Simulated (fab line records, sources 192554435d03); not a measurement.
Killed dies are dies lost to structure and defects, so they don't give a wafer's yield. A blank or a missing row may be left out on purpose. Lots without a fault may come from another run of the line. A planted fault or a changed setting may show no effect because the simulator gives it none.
fab line records | flow n5_finfet
record lots=4 wafers=12 last_day=20
route steps=1938 shown BEOL_M2@919 BEOL_M3@931 BEOL_M4@1111
lots that met no fault: from a run of the same line without faults
start_h: hours from the record's first day to the start of the lot's first wafer shown | wait_h: hours since the lot's step before | " the same as in the row above | L1.1+2: a row that stands for several wafers | - no value, or no start given | * or withheld: withheld | < > ~ a bound
route shown NAME@n: a module of which the file shows steps, and the number in the route of the first | usual: mean/standard deviation of fault-free wafers | same: alike in all rows | chamber/n: place in a boat | sites: the reading at each site | _std_site: their standard deviation | _edge_site: outer sites' mean less inner sites' | radius_mm: how far each site lies from the wafer's centre | mask NAME#n: copy n | behind: the tool/chamber that last shaped the wafer | hold: why the lot was held/for how many hours/how that ended | device: the transistor (n, p or np) that didn't switch | end of line: the same wafers' tests at the end of the route | a step without rows: its recipe alone | killed: dies lost to structure and defects at the first sort, not the wafer's yield | map: a wafer's dies, x killed, . not, _ none there
set.NAME: the setting as run; set.NAME@STEP: as run at that earlier step | model.NAME: the simulator's own value behind a step, which no gauge read
lots at some steps of the route; a table a step, a row a wafer
services: from which hour (start_h, from the record's first day; less than 0 if before it) a tool's chamber was out of use, for how many hours, and why
## steps
# step N5_BEOL_M2_ANNEAL_95
# recipe temp_c=400 time_s=240 ambient=vacuum
# step N5_BEOL_M2_SPUTTER_96
# recipe material=Cu target_thk_a=45 temp_c=-20 chamber_pressure_pa=0.07 power_w=withheld time_s=8.29
# step N5_BEOL_M2_ECD_50
# recipe material=Cu target_thk_a=3000
# step N5_BEOL_M2_ANNEAL_51
# recipe temp_c=225 time_s=90 ambient=N2
# step N5_BEOL_M2_CMP_52
# recipe stop_on=SiOC t_overpolish_s=6.8 down_force_psi=1 platen_rpm=50 clearing_platen_down_force_psi=1.5 clearing_platen_rpm=50 post_cmp_clean=cu_alkaline target_thk_nm=40 clearing_platen_pad_velocity_m_s=0.99484 pad_velocity_m_s=0.99484
# step N5_BEOL_M2_PRE_CLEAN_60
# recipe gas=NH3/H2 time_s=15 temp_c=* rf_power_w=300
# step N5_BEOL_M2_CO_CAP_55
# recipe material=Co target_thk_a=20 temp_c=200 precursor=CCTBA/H2 pressure_torr=30 time_s=102.1
# step N5_BEOL_M2_PRE_CLEAN_56
# recipe gas=NH3 time_s=15 temp_c=withheld rf_power_w=300
# step N5_BEOL_M2_DEP_57
# recipe material=SiCN target_thk_a=80 temp_c=withheld precursor=3MS/NH3 pressure_torr=3 rf_w=202 time_s=14
# step N5_BEOL_M3_ILD_DEP_00
# recipe material=SiOC target_thk_a=790 temp_c=350 precursor=DEMS/O2 pressure_torr=5 rf_w=500 time_s=15.3
# usual heater_power_w=510/63 showerhead_plenum_p_Torr=5.691/0.013 throttle_valve_pct=11.8/0.42
# columns lot.wafer tool chamber start_h wait_h heater_power_w showerhead_plenum_p_Torr throttle_valve_pct model.SiOC_of_BEOL_M3_ILD_DEP_00.thk_nm
L218.2 pecvd-04 1 211.04 0.0 604 5.700 12.2 80.2
L218.5 " 1 " " 617 5.685 12.2 80
L218.6 " 0 " " 425 5.706 12.1 81.2
L228.1 pecvd-04 0 262.70 0.0 476 5.698 11.8 88.4
L228.2 " 2 " " 472 5.686 11.4 88.8
L228.4 " 1 " " 585 5.687 12.2 90
L229.1 pecvd-04 0 265.94 0.0 389 5.694 12.0 89.6
L229.3 " 2 " " 508 5.677 11.7 88.4
L229.6 " 1 " " 578 5.703 12.3 89.8
L234.3 pecvd-01 1 310.40 0.1 571 5.678 12.4 80.6
L234.4 " 2 " " 546 5.678 11.5 79
L234.5 " 1 " " 566 5.689 12.5 80.8
# step N5_BEOL_M3_THK_MEAS_01
# recipe reads=SiOC_of_BEOL_M3_ILD_DEP_00
# usual M3_ILD_THK=79.1/1
# columns lot.wafer tool chamber start_h wait_h M3_ILD_THK[nm]
L218.2 film_metro-02 - 211.10 0.1 80.3
L218.5 " - " " 79.9
L218.6 " - " " 81.2
L228.1 film_metro-02 - 262.76 0.0 88.5
L228.2 " - " " 88.8
L228.4 " - " " 90.0
L229.1 film_metro-02 - 266.00 0.0 89.7
L229.3 " - " " 88.5
L229.6 " - " " 89.9
L234.3 film_metro-02 - 310.47 0.1 80.6
L234.4 " - " " 79.0
L234.5 " - " " 80.8
# step N5_BEOL_M3_PECVD_72
# recipe material=SiO2 target_thk_a=160 temp_c=400 precursor=TEOS/O2 pressure_torr=5.5 rf_w=450 teos_flow_sccm=53.8 gas=O2 flow_sccm=3000 time_s=18
# step N5_BEOL_M3_HM_DEP_02
# recipe material=TiN target_thk_a=200 temp_c=25 chamber_pressure_pa=0.49996
# step N5_BEOL_M3_COAT_61
# recipe resist=SOC temp_c=250 time_s=60 spin_rpm=1500 resist_thk_nm=60
# step N5_BEOL_M3_COAT_62
# recipe resist=SiARC temp_c=220 time_s=60 spin_rpm=1500 resist_thk_nm=12
# step N5_BEOL_M3_COAT_73
# recipe resist=underlayer temp_c=205 time_s=60 spin_rpm=1500 resist_thk_nm=5
# step N5_BEOL_M3_COAT_05
# recipe resist=CAR-EUV spin_rpm=1500 resist_thk_nm=30
# step N5_BEOL_M3_EBR_07
# recipe solvent=PGMEA ebr_width_mm=1.5
# step N5_BEOL_M3_SOFTBAKE_06
# recipe temp_c=110 time_s=60 resist=CAR-EUV
# step N5_BEOL_M3_EXPOSE_08
# recipe mask_id=M3 na=0.33 source_shape=dipole sigma_inner=0.369 sigma_outer=0.767 polarization=unpolarized dose_mj=33
# step N5_BEOL_M3_PEB_09
# recipe peb_temp_c=100 peb_time_s=60 resist=CAR-EUV
# step N5_BEOL_M3_DEVELOP_10
# recipe develop_time_s=30 developer=TMAH resist=CAR-EUV rinse_liquid=surfactant_rinse dry=air_spin dev_temp_c=23
# step N5_BEOL_M3_DESCUM_16
# recipe chemistry=O2 time_s=7 source_power_w=50 bias_power_w=20 pressure_mtorr=20 rf_frequency_hz=2.712e+07 temp_c=40 resist=CAR-EUV o2_flow_sccm=225
# step N5_BEOL_M3_ETCH_74
# recipe chemistry=N2/H2 target=underlayer target_depth_a=65 mask_material=CAR-EUV time_s=5.2 ion_energy_ev=200 pressure_mtorr=30 source_w=840 bias_w=150 n2_flow_sccm=200 h2_flow_sccm=200 ends=cleared
# step N5_BEOL_M3_ETCH_63
# recipe chemistry=CF4 target=SiARC target_depth_a=156 mask_material=CAR-EUV time_s=26 ion_energy_ev=80 pressure_mtorr=40 source_w=545 bias_w=36 Ar_flow_sccm=100 cf4_flow_sccm=100 ends=cleared
# step N5_BEOL_M3_ETCH_64
# recipe chemistry=N2/H2 target=SOC target_depth_a=750 overetch_a=150 mask_material=SiARC temp_c=40 time_s=112.5 ion_energy_ev=200 pressure_mtorr=30 source_w=840 bias_w=150 n2_flow_sccm=200 h2_flow_sccm=200
# step N5_BEOL_M3_STRIP_65
# recipe chemistry=N2/H2 temp_c=40 n2_flow_sccm=200 h2_flow_sccm=200 rf_frequency_hz=6e+07
# step N5_BEOL_M3_STRIP_75
# recipe chemistry=N2/H2 temp_c=40 n2_flow_sccm=200 h2_flow_sccm=200 rf_frequency_hz=6e+07
# step N5_BEOL_M3_STRIP_66
# recipe chemistry=CF4 resist=SiARC power_w=300 bias_power_w=75 pressure_mtorr=50 cf4_flow_sccm=150 rf_frequency_hz=6e+07
# step N5_BEOL_M3_HM_OPEN_17
# recipe chemistry=Cl2/BCl3 target_depth_a=200 overetch_a=60 target=TiN mask_material=SOC ion_energy_ev=150 pressure_mtorr=10 icp_w=1000 bias_w=126 Cl2_flow_sccm=53.25 bcl3_flow_sccm=21.75 Ar_flow_sccm=25
# step N5_BEOL_M3_STRIP_19
# recipe chemistry=O2 power_w=400 temp_c=40 pressure_mtorr=30 rf_frequency_hz=6e+07 bias_power_w=0 overash_fraction=0.2 o2_flow_sccm=225
# step N5_BEOL_M3_COAT_67
# recipe resist=SOC temp_c=250 time_s=60 spin_rpm=1500 resist_thk_nm=60
# step N5_BEOL_M3_COAT_68
# recipe resist=SiARC temp_c=220 time_s=60 spin_rpm=1500 resist_thk_nm=12
# step N5_BEOL_M3_COAT_76
# recipe resist=underlayer temp_c=205 time_s=60 spin_rpm=1500 resist_thk_nm=5
# step N5_BEOL_M3_COAT_22
# recipe resist=CAR-EUV spin_rpm=1500 resist_thk_nm=30
# step N5_BEOL_M3_CMP_52
# recipe stop_on=SiOC t_overpolish_s=6.8 down_force_psi=1 platen_rpm=50 clearing_platen_down_force_psi=1.5 clearing_platen_rpm=50 post_cmp_clean=cu_alkaline target_thk_nm=40 clearing_platen_pad_velocity_m_s=0.99484 pad_velocity_m_s=0.99484
# usual edge_zone_pressure_frac=1.000/0.0044 motor_current_A=6.2/0.44
# columns lot.wafer tool chamber start_h wait_h edge_zone_pressure_frac motor_current_A model.SiOC_of_BEOL_M3_ILD_DEP_00.thk_nm model.Cu_of_BEOL_M3_ECD_50.thk_nm
L218.2 cmp-03 0 220.40 0.3 1.004 6.3 77.2 42.2
L218.6 " 2 " " 0.998 6.1 78.2 42.8
L218.5 " 3 " " 0.997 6.7 77 41
L228.4 cmp-04 2 282.17 0.1 1.006 5.6 87 51.8
L228.2 " 3 " " 1.007 5.8 85.8 50.8
L228.1 " 1 " " 1.008 6.7 85.4 50
L229.1 cmp-04 0 297.28 0.3 0.996 6.4 86.6 52.4
L229.3 " 2 " " 0.994 5.5 85.4 49.4
L229.6 " 1 " " 0.996 6.5 86.8 51.4
L234.4 cmp-03 1 343.76 0.1 0.999 6.6 76 38.6
L234.3 " 2 " " 1.002 6.3 77.6 39.2
L234.5 " 1 " " 0.997 6.4 77.8 41
# step N5_BEOL_M4_RC_MEAS_101
# usual DIBL_N=36.0/1.3 DIBL_P=36.2/1.7 IOFF_N=0.155/0.024 IOFF_P=0.21/0.034 ION_N=674/9 ION_P=463/7.1 SS_N=71.4/0.5 SS_P=73.4/0.57 VT_N=250.0/2.8 VT_P=-251/3.2
# columns lot.wafer tool chamber start_h wait_h DIBL_N[mV/V] DIBL_P[mV/V] IOFF_N[nA/um] IOFF_P[nA/um] ION_N[uA/um] ION_P[uA/um] SS_N[mV/dec] SS_P[mV/dec] VT_N[mV] VT_P[mV]
L218.2 prober-01 0 258.69 0.2 35.1 36.7 0.147 0.21 679 468 71.7 73.2 252.9 -251
L218.5 " 0 " " 35.3 36.2 0.147 0.21 676 464 71.3 73.6 249.4 -251
L218.6 " 0 " " 37.6 39.5 0.193 0.27 686 476 71.2 74.4 248.3 -246
L228.1 prober-01 0 310.16 0.0 34.3 36.1 0.153 0.20 672 463 71.5 74.0 248.5 -250
L228.2 " 0 " " 34.4 35.9 0.145 0.20 672 459 70.9 74.2 250.7 -252
L228.4 " 0 " " 34.9 35.6 0.149 0.20 669 462 71.4 74.6 247.2 -250
L229.1 prober-02 0 311.79 0.0 36.7 35.0 0.160 0.23 675 472 71.5 72.8 249.3 -244
L229.3 " 0 " " 37.4 36.1 0.168 0.27 673 472 71.9 73.6 245.3 -244
L229.6 " 0 " " 36.5 34.8 0.149 0.23 674 468 71.8 72.9 249.9 -248
L234.3 prober-01 0 369.74 0.3 36.5 37.8 0.169 0.22 677 467 72.0 73.8 246.4 -251
L234.4 " 0 " " 36.6 38.2 0.188 0.24 689 471 72.0 73.6 246.5 -249
L234.5 " 0 " " 36.4 37.4 0.172 0.22 679 462 71.7 73.4 246.8 -250
## services
# columns tool chamber start_h hours kind
cmp-03 - 189.93 0.7 repair
cmp-04 - 196.76 2.9 repair
pecvd-04 2 209.60 - calibration
cmp-03 - 230.10 4.0 pm
cmp-03 - 234.10 - consumable_replace:conditioner
cmp-03 - 234.10 - consumable_replace:pad
pecvd-01 - 242.61 1.4 repair
cmp-03 - 246.85 3.4 repair
cmp-04 - 247.41 4.0 pm
cmp-04 - 251.41 - consumable_replace:conditioner
cmp-04 - 251.41 - consumable_replace:pad
pecvd-01 1 252.95 6.0 repair
cmp-03 - 262.37 2.5 repair
pecvd-04 2 280.44 5.3 repair
pecvd-01 0 309.09 - clean
pecvd-01 0 309.09 29.5 scheduled_down
pecvd-01 0 309.09 29.5 vent_cycle
cmp-03 - 312.21 3.3 pm
cmp-03 - 318.05 1.8 repair
pecvd-04 2 325.04 2.1 scheduled_down
cmp-04 - 331.17 1.9 repair
pecvd-01 0 338.59 5.5 scheduled_down
## key
first_sign step=N5_BEOL_M3_THK_MEAS_01 reading=M3_ILD_THK direction=up sigmas=10 usual=79.1 struck=89.2
effect none on later readings
model_effect step=N5_BEOL_M3_ILD_DEP_00 value=SiOC_of_BEOL_M3_ILD_DEP_00.thk_nm without=78.57 struck=89.17
model_effect step=N5_BEOL_M3_CMP_52 value=SiOC_of_BEOL_M3_ILD_DEP_00.thk_nm without=75.57 struck=86.17
met_at N5_BEOL_M3_ILD_DEP_00
struck_wafers L228.1,L228.2,L228.4,L229.1,L229.3,L229.6
onset_between 211.04 262.70
fault kind=process_parameter_drift tool=pecvd-04 chamber=- onset_h=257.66 steps=N5_BEOL_M3_ILD_DEP_00 channel=time_s offset=* shape=step end_h=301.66 acts_in=* stated=*
